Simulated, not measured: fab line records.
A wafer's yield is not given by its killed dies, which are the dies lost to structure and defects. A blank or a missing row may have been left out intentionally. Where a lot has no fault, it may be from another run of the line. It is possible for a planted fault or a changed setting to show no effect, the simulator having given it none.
Chamber matching :: flow n5_finfet :: 4 sister chambers for N5_BEOL_M9_STRIP_36 on rie_diel-02
The step strips in N2/H2. 4 wafers are shown with their chamber, then 7 later ones without.

## WAFERS PAIRED WITH THEIR CHAMBERS
wafer: L084.2
chamber: 2
drypump_motor_current_A (A): 5.6

wafer: L088.4
chamber: 3
drypump_motor_current_A (A): 5.5

wafer: L090.3
chamber: 0
drypump_motor_current_A (A): 5.3

wafer: L090.4
chamber: 1
drypump_motor_current_A (A): 6.2

## WAFERS MISSING THEIR CHAMBER
wafer: L090.6
drypump_motor_current_A (A): 5.6

wafer: L091.1
drypump_motor_current_A (A): 6.3

wafer: L091.5
drypump_motor_current_A (A): 5.5

wafer: L091.6
drypump_motor_current_A (A): 5.3

wafer: L096.1
drypump_motor_current_A (A): 6.2

wafer: L096.4
drypump_motor_current_A (A): 5.5

wafer: L096.5
drypump_motor_current_A (A): 6.2

## CHAMBER TAKEN BY EACH
wafer: L090.6
from the rows above: 2
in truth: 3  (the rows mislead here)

wafer: L091.1
from the rows above: 1
in truth: 1

wafer: L091.5
from the rows above: 3
in truth: 3

wafer: L091.6
from the rows above: 0
in truth: 0

wafer: L096.1
from the rows above: 1
in truth: 1

wafer: L096.4
from the rows above: 3
in truth: 3

wafer: L096.5
from the rows above: 1
in truth: 1
Correctly placed: 6 of 7. Not placeable from these rows: 0. Number placed wrongly: 1.
How it was worked out, from the rows above alone: a wafer's distance from a chamber is the root of the sum, over the readings, of the square of ((its reading less the chamber's mean) divided by the reading's scatter). The wafer belongs to the nearest chamber; if the next one is less than 2 further off, it can't be placed. A chamber's mean is the mean of its shown wafers. The scatter: root of mean squared gap, hidden wafer to nearest shown wafer, with one shown wafer a chamber.
